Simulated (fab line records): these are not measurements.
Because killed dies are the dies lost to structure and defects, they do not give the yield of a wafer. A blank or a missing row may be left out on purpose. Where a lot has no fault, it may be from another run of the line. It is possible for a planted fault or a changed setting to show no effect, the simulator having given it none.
Comparing a struck lot with a sound one    flow n5_finfet    15 out of 1938 route steps
Sound: the wafers L279.3, L279.4, L279.5. Wafers struck: L286.1, L286.6. The cause comes at the end.
Each step with rows lists, per side, the tool, then ch with its chambers, then its first start. Under that, the readings that differ: sound wafers    struck wafers    difference of the means    sigmas: that difference in standard deviations of wafers without a fault.
alike: a reading whose means differ by less than 2 such deviations, as well as words and numbers matching on both sides. not compared: withheld readings; readings where some wafer has no value; bounds like >300 that might hide an equal value; numbers whose values overlap and for which the record gives no deviation.
A row with sigmas, a row that says differs or no value, or rows on one side alone: a step with any of these is where the two part. Numbers that don't overlap but have no deviation are shown without sigmas and don't part them. A reading that every wafer of one side lacks parts them only if that side has two wafers or more.

first, 3 steps without rows for these wafers: N5_BEOL_M7_EXPOSE_25 (exposes mask V6, target cd 40 nm); N5_BEOL_M7_PEB_26 (peb time 60 s); N5_BEOL_M7_DEVELOP_27 (develop time 30 s).
N5_BEOL_M7_CD_MEAS_28: target cd 40 nm.
  sound on cd_sem-02 ch 0, day 10 10:41; struck on cd_sem-02 ch 0, day 12 15:37
  alike: cd_nm
N5_BEOL_M7_OVL_MEAS_29:
  sound on overlay-02 ch 0, day 10 10:43; struck on overlay-02 ch 0, day 12 15:38
  alike: V6_OVL
N5_BEOL_M7_INSPECT_30: inspects for defects (brightfield).
  struck on defect_inspect-01, day 12 15:42; sound on defect_inspect-02, day 10 10:46
  alike: raw_defect_count
N5_BEOL_M7_DESCUM_33: chemistry O2, time 7 s.
  sound on rie_diel-02 ch 0,1,3, day 10 10:53; struck on rie_diel-02 ch 2,3, day 12 16:05
  alike: chamber_pressure_mTorr, drypump_motor_current_A, oes_product_au, rf_vpp_V, showerhead_plenum_p_Torr, throttle_valve_pct
  not compared: rf_hours_counter_h
N5_BEOL_M7_ETCH_72: etches underlayer in N2/H2, target depth 6.5 nm, time 5.2 s.
  sound on rie_diel-02 ch 0,1,3, day 10 10:55; struck on rie_diel-02 ch 2,3, day 12 16:07
  alike: chamber_pressure_mTorr, drypump_motor_current_A, etch_rf_on_time_s, n2_flow_sccm, oes_product_au, rf_vpp_V, showerhead_plenum_p_Torr, throttle_valve_pct
  not compared: rf_hours_counter_h
N5_BEOL_M7_ETCH_65: etches SiARC in CF4, target depth 15.6 nm, time 26 s.
  sound on rie_diel-02 ch 0,1,3, day 10 10:56; struck on rie_diel-02 ch 2,3, day 12 16:08
  alike: chamber_pressure_mTorr, drypump_motor_current_A, etch_rf_on_time_s, oes_product_au, rf_vpp_V, showerhead_plenum_p_Torr, throttle_valve_pct
  not compared: rf_hours_counter_h
N5_BEOL_M7_ETCH_66: etches SOC in N2/H2, target depth 80 nm, overetch 16 nm, time 120 s.
  sound on rie_diel-02 ch 0,1,3, day 10 10:58; struck on rie_diel-02 ch 2,3, day 12 16:10
  alike: chamber_pressure_mTorr, drypump_motor_current_A, n2_flow_sccm, oes_product_au, rf_vpp_V, run_length_s, showerhead_plenum_p_Torr, throttle_valve_pct
  not compared: rf_hours_counter_h
then, 2 steps without rows for these wafers: N5_BEOL_M7_STRIP_69 (strips in N2/H2); N5_BEOL_M7_STRIP_73 (strips in N2/H2).
N5_BEOL_M7_VIA_ETCH_34: etches SiCOH lowk in C4F6/O2, target depth 125.5 nm, time 50.5 s.
  sound on rie_diel-02 ch 0,1,3, day 10 11:04; struck on rie_diel-02 ch 2,3, day 12 16:16
reading                                   sound              struck       difference  sigmas
run_length_s (s)                          74.1 74.5 73.3     90.7 91.1    +16.9       +35
model.etch.depth_nm (nm)                  126.6 122.3 127.8  165.3 172.4  +43.3       
model.SOC_of_BEOL_M7_COAT_63.thk_nm (nm)  53.8 54 53.8       51.6 51.4    -2.4        
  alike: C4F6_flow_sccm, chamber_pressure_mTorr, drypump_motor_current_A, oes_f_703_au, oes_product_au, rf_vpp_V, showerhead_plenum_p_Torr, throttle_valve_pct
  not compared: rf_hours_counter_h, model.BEOL_M7.cd_nm
then, 1 step without rows for these wafers: N5_BEOL_M7_STRIP_76 (strips in C4F6/O2).
N5_PASSIVATION_PROBE_49:
  the record holds rows for the sound wafers here (prober-01, day 13 17:40) but none for the struck ones

== WHERE THEY PART ==
Last at N5_PASSIVATION_PROBE_49 as far as this record goes, first at N5_BEOL_M7_VIA_ETCH_34.

WHY: what the simulator had put in
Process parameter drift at N5_BEOL_M7_VIA_ETCH_34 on rie_diel-02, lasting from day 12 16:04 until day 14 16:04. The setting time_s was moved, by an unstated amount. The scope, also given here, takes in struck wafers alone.
